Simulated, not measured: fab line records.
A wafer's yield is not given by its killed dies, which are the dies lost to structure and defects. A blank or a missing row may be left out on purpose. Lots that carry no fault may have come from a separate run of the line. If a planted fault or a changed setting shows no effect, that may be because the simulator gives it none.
Matching of chambers -- flow nand_harc -- pecvd-04 running NHARC_A_M1_PRE_CLEAN_32: 3 sister chambers
The step time 12 s. 3 wafers are shown with their chamber, then 7 later ones without.

## EACH WAFER AND ITS CHAMBER
wafer,chamber,heater_power_w (W)
L090.6,0,731
L094.1,1,572
L094.3,2,520

## WAFERS WITHOUT THEIR CHAMBER
wafer,heater_power_w (W)
L094.4,768
L096.3,746
L096.4,518
L096.5,593
L097.1,606
L097.5,741
L097.6,611

## WHICH CHAMBER EACH ONE RAN IN
wafer,from the rows above,in truth
L094.4,0,0
L096.3,0,0
L096.4,can't be placed: 2 or 1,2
L096.5,can't be placed: 1 or 2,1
L097.1,can't be placed: 1 or 2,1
L097.5,0,0
L097.6,can't be placed: 1 or 2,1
Correct placement for 3 of the 7. From these rows, 4 cannot be placed; in 4 the true chamber is one of the candidates. Placed wrongly: 0.
How it was worked out, from the rows above alone: a wafer's distance from a chamber is the root of the sum, over the readings, of the square of ((its reading less the chamber's mean) divided by the reading's scatter). If the next closest chamber is less than 2 further off than the closest, the wafer can't be placed; otherwise it belongs to the closest. The mean given for a chamber averages the wafers shown for that chamber. The scatter: with one shown wafer a chamber, the root of the mean of the squares of how far each hidden wafer lies from its nearest shown one.
